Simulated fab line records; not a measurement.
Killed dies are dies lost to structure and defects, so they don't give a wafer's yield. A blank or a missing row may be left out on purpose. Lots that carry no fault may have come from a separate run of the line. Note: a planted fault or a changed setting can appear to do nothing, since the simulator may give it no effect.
What tool caused it? ; flow n5 finfet ; 72 wafers from 24 lots sampled at 6 of the route's 1938 steps

## WHAT THE GAUGES SHOWED, per wafer
The record holds no reading of a measuring or inspecting step that can be judged against a usual standard deviation.

## WHICH TOOL RAN EACH LOT (tool, then ch and the chambers of the sampled wafers, then the start)
lot;N5_BEOL_M1_ALD_98;N5_BEOL_M1_DEGAS_44;N5_BEOL_M1_SURFACE_TREAT_85;N5_BEOL_M1_ANNEAL_95;N5_BEOL_M1_SPUTTER_96;N5_BEOL_M1_PRE_CLEAN_60
L074;ald sin-04 ch 0,1, day 6 01:35;pvd sputter-02, day 6 06:08;pvd sputter-02, day 6 06:29;pvd sputter-03, day 6 08:25;pvd sputter-03, day 6 08:34;cvd co-02 ch 1,2, day 6 09:23
L075;ald sin-04 ch 0,2,3, day 6 21:46;pvd sputter-03, day 6 22:44;pvd sputter-03, day 6 23:03;pvd sputter-03, day 7 00:55;pvd sputter-03, day 7 01:04;cvd co-02 ch 1,2, day 7 01:53
L076;ald sin-02 ch 0,2, day 6 23:35;pvd sputter-01, day 7 03:30;pvd sputter-01, day 7 03:55;pvd sputter-01, day 7 05:46;pvd sputter-01, day 7 05:54;cvd co-01 ch 0,2, day 7 06:48
L077;ald sin-04 ch 0,2,3, day 7 01:19;pvd sputter-01, day 7 04:02;pvd sputter-03, day 7 04:46;pvd sputter-03, day 7 06:51;pvd sputter-03, day 7 06:59;cvd co-02 ch 0,1, day 7 07:57
L078;ald sin-04 ch 0,1,2, day 7 01:30;pvd sputter-02, day 7 10:56;pvd sputter-03, day 7 11:17;pvd sputter-02, day 7 13:08;pvd sputter-02, day 7 13:16;cvd co-01 ch 0,1,2, day 7 14:08
L079;ald sin-04 ch 0,2, day 7 12:17;pvd sputter-01, day 7 13:36;pvd sputter-03, day 7 13:56;pvd sputter-03, day 7 15:49;pvd sputter-03, day 7 15:57;cvd co-02 ch 0,1,2, day 7 17:05
L080;ald sin-01 ch 2,3, day 7 18:29;pvd sputter-01, day 8 01:15;pvd sputter-02, day 8 02:05;pvd sputter-02, day 8 04:17;pvd sputter-02, day 8 04:25;cvd co-01 ch 1,2, day 8 05:19
L082;ald sin-04 ch 2,3, day 8 02:34;pvd sputter-01, day 8 04:52;pvd sputter-03, day 8 05:20;pvd sputter-02, day 8 08:31;pvd sputter-02, day 8 08:39;cvd co-01 ch 0,2, day 8 09:57
L081;ald sin-01 ch 0,1,2, day 8 06:05;pvd sputter-03, day 8 07:37;pvd sputter-03, day 8 08:05;pvd sputter-03, day 8 09:59;pvd sputter-03, day 8 10:08;cvd co-02 ch 0,1,2, day 8 11:09
L083;ald sin-01 ch 0,1, day 8 09:20;pvd sputter-03, day 8 10:33;pvd sputter-03, day 8 10:53;pvd sputter-02, day 8 12:49;pvd sputter-02, day 8 12:58;cvd co-01 ch 0,1, day 8 13:47
L084;ald sin-01 ch 0,1,2, day 8 15:59;pvd sputter-01, day 8 19:59;pvd sputter-03, day 8 20:26;pvd sputter-03, day 8 22:34;pvd sputter-03, day 8 22:43;cvd co-02 ch 1,2, day 8 23:33
L085;ald sin-01 ch 1,3, day 9 00:40;pvd sputter-02, day 9 03:31;pvd sputter-02, day 9 03:55;pvd sputter-02, day 9 05:45;pvd sputter-02, day 9 05:53;cvd co-01 ch 0,1,2, day 9 07:12
L086;ald sin-02 ch 0,1,2, day 9 11:13;pvd sputter-01, day 9 13:04;pvd sputter-03, day 9 13:25;pvd sputter-03, day 9 15:17;pvd sputter-03, day 9 15:26;cvd co-01 ch 0,1,2, day 9 16:28
L087;ald sin-02 ch 1,2,3, day 9 13:51;pvd sputter-02, day 9 14:41;pvd sputter-02, day 9 15:11;pvd sputter-02, day 9 17:07;pvd sputter-02, day 9 17:16;cvd co-02 ch 0,1, day 9 18:06
L088;ald sin-01 ch 0,2, day 9 20:56;pvd sputter-02, day 9 22:08;pvd sputter-03, day 9 23:52;pvd sputter-02, day 10 01:48;pvd sputter-02, day 10 01:56;cvd co-02 ch 1,2, day 10 03:01
L089;ald sin-04 ch 0,1,2, day 10 02:04;pvd sputter-01, day 10 03:45;pvd sputter-01, day 10 04:09;pvd sputter-01, day 10 05:59;pvd sputter-01, day 10 06:08;cvd co-02 ch 0,1,2, day 10 06:57
L090;ald sin-02 ch 0,1, day 10 06:31;pvd sputter-03, day 10 08:14;pvd sputter-03, day 10 08:41;pvd sputter-03, day 10 11:00;pvd sputter-03, day 10 11:08;cvd co-01 ch 0,1,2, day 10 12:19
L091;ald sin-01 ch 0,1, day 10 11:57;pvd sputter-02, day 10 14:19;pvd sputter-01, day 10 14:39;pvd sputter-01, day 10 16:29;pvd sputter-01, day 10 16:38;cvd co-01 ch 0,1, day 10 17:27
L092;ald sin-01 ch 1,2,3, day 10 15:57;pvd sputter-02, day 10 23:22;pvd sputter-03, day 10 23:43;pvd sputter-01, day 11 02:00;pvd sputter-01, day 11 02:08;cvd co-02 ch 0,1,2, day 11 03:13
L093;ald sin-02 ch 0,1,2, day 10 19:55;pvd sputter-03, day 11 03:07;pvd sputter-01, day 11 04:43;pvd sputter-01, day 11 06:38;pvd sputter-01, day 11 06:47;cvd co-02 ch 0,1,2, day 11 07:45
L094;ald sin-01 ch 0,3, day 11 00:05;pvd sputter-02, day 11 02:31;pvd sputter-03, day 11 02:57;pvd sputter-03, day 11 04:49;pvd sputter-03, day 11 04:57;cvd co-02 ch 1,2, day 11 05:47
L095;ald sin-02 ch 0,3, day 11 04:21;pvd sputter-03, day 11 08:20;pvd sputter-02, day 11 08:47;pvd sputter-03, day 11 10:38;pvd sputter-03, day 11 10:47;cvd co-02 ch 0,1, day 11 12:58
L096;ald sin-02 ch 0,1,3, day 11 13:46;pvd sputter-03, day 11 18:05;pvd sputter-02, day 11 18:50;pvd sputter-01, day 11 21:53;pvd sputter-01, day 11 22:02;cvd co-01 ch 1,2, day 11 23:08
L097;ald sin-04 ch 2,3, day 12 06:28;pvd sputter-02, day 12 08:22;pvd sputter-03, day 12 08:52;pvd sputter-03, day 12 10:55;pvd sputter-03, day 12 11:03;cvd co-02 ch 0,1,2, day 12 12:08
- N5_BEOL_M1_ALD_98: deposits SiO2, target thk 2.5 nm, pulse time 1 s, co reactant pulse time 1 s.
- N5_BEOL_M1_DEGAS_44: time 60 s.
- N5_BEOL_M1_SURFACE_TREAT_85
- N5_BEOL_M1_ANNEAL_95: time 240 s.
- N5_BEOL_M1_SPUTTER_96: material Cu, target thk 4.5 nm, time 8.29 s.
- N5_BEOL_M1_PRE_CLEAN_60: time 15 s.

## WHAT THE TOOLS THEMSELVES READ (means of the sampled wafers that have a number; where no wafer has one, the mark that the record gives instead)
N5_BEOL_M1_ALD_98. Usual: heater power w 75 W, standard deviation 4; precursor pulse height rel 1.000, standard deviation 0.019.
lot;tool;heater power w (W);precursor pulse height rel;flag
L074;ald sin-04;73;0.999;
L075;ald sin-04;75;0.971;
L076;ald sin-02;79;0.985;
L077;ald sin-04;76;1.005;
L078;ald sin-04;72;0.999;
L079;ald sin-04;71;1.014;
L080;ald sin-01;76;0.998;
L082;ald sin-04;74;0.992;
L081;ald sin-01;78;1.011;
L083;ald sin-01;76;0.992;
L084;ald sin-01;76;0.994;
L085;ald sin-01;72;1.003;
L086;ald sin-02;77;1.014;
L087;ald sin-02;75;1.010;
L088;ald sin-01;78;1.007;
L089;ald sin-04;72;0.990;
L090;ald sin-02;80;0.987;
L091;ald sin-01;76;1.018;
L092;ald sin-01;74;1.008;
L093;ald sin-02;77;0.985;
L094;ald sin-01;74;1.019;
L095;ald sin-02;77;1.017;
L096;ald sin-02;77;0.988;
L097;ald sin-04;74;1.000;

N5_BEOL_M1_DEGAS_44. Usual: 323 W for heater power w, sd 41.
lot;tool;heater power w (W);flag
L074;pvd sputter-02;311;
L075;pvd sputter-03;340;
L076;pvd sputter-01;382;
L077;pvd sputter-01;358;
L078;pvd sputter-02;265;
L079;pvd sputter-01;367;
L080;pvd sputter-01;382;
L082;pvd sputter-01;344;
L081;pvd sputter-03;320;
L083;pvd sputter-03;320;
L084;pvd sputter-01;332;
L085;pvd sputter-02;294;
L086;pvd sputter-01;383;
L087;pvd sputter-02;321;
L088;pvd sputter-02;313;
L089;pvd sputter-01;364;
L090;pvd sputter-03;324;
L091;pvd sputter-02;294;
L092;pvd sputter-02;291;
L093;pvd sputter-03;337;
L094;pvd sputter-02;289;
L095;pvd sputter-03;325;
L096;pvd sputter-03;335;
L097;pvd sputter-02;292;

N5_BEOL_M1_ANNEAL_95. Usual: 808 W for heater power w, sd 84.
lot;tool;heater power w (W);flag
L074;pvd sputter-03;852;
L075;pvd sputter-03;801;
L076;pvd sputter-01;897;
L077;pvd sputter-03;800;
L078;pvd sputter-02;740;
L079;pvd sputter-03;834;
L080;pvd sputter-02;720;
L082;pvd sputter-02;725;
L081;pvd sputter-03;806;
L083;pvd sputter-02;730;
L084;pvd sputter-03;802;
L085;pvd sputter-02;722;
L086;pvd sputter-03;793;
L087;pvd sputter-02;793;
L088;pvd sputter-02;729;
L089;pvd sputter-01;865;
L090;pvd sputter-03;807;
L091;pvd sputter-01;848;
L092;pvd sputter-01;854;
L093;pvd sputter-01;976;
L094;pvd sputter-03;795;
L095;pvd sputter-03;810;
L096;pvd sputter-01;930;
L097;pvd sputter-03;772;

N5_BEOL_M1_SPUTTER_96. Usual: 29.9 % for throttle valve pct, sd 1.3.
lot;tool;throttle valve pct (%);flag
L074;pvd sputter-03;30.5;
L075;pvd sputter-03;30.4;
L076;pvd sputter-01;29.1;
L077;pvd sputter-03;30.3;
L078;pvd sputter-02;30.0;
L079;pvd sputter-03;31.1;
L080;pvd sputter-02;29.8;
L082;pvd sputter-02;30.3;
L081;pvd sputter-03;30.9;
L083;pvd sputter-02;29.8;
L084;pvd sputter-03;30.9;
L085;pvd sputter-02;30.3;
L086;pvd sputter-03;30.9;
L087;pvd sputter-02;30.0;
L088;pvd sputter-02;30.1;
L089;pvd sputter-01;28.0;
L090;pvd sputter-03;30.3;
L091;pvd sputter-01;29.2;
L092;pvd sputter-01;27.8;
L093;pvd sputter-01;29.8;
L094;pvd sputter-03;30.2;
L095;pvd sputter-03;30.9;
L096;pvd sputter-01;30.0;
L097;pvd sputter-03;30.8;

N5_BEOL_M1_PRE_CLEAN_60. Usual: 99 W for heater power w, sd 30.
lot;tool;heater power w (W);flag
L074;cvd co-02;124;
L075;cvd co-02;100;
L076;cvd co-01;72;
L077;cvd co-02;117;
L078;cvd co-01;83;
L079;cvd co-02;108;
L080;cvd co-01;83;
L082;cvd co-01;83;
L081;cvd co-02;109;
L083;cvd co-01;97;
L084;cvd co-02;125;
L085;cvd co-01;85;
L086;cvd co-01;84;
L087;cvd co-02;116;
L088;cvd co-02;125;
L089;cvd co-02;109;
L090;cvd co-01;83;
L091;cvd co-01;95;
L092;cvd co-02;108;
L093;cvd co-02;109;
L094;cvd co-02;101;
L095;cvd co-02;133;
L096;cvd co-01;85;
L097;cvd co-02;110;

## THE ANSWER, worked out from the rows above alone
Rule: a lot counts as off when the mean over its wafers that have a number is more than 3 standard deviations away from the usual mean. Also off: a lot with no number at a reading for which 4 or more lots have one. Where the step has rows for the other lots, those lots are counted as sound. Order of review: gauges by route order, followed by the tools' own readings, for which a lot's mean as printed above is used. At the first step where some lot is off, the reading lying furthest off is the one used; lots without a number count as furthest.
Nothing can be told from this: no lot is off at any reading shown.

## WHAT THE SIMULATOR HAD PUT IN
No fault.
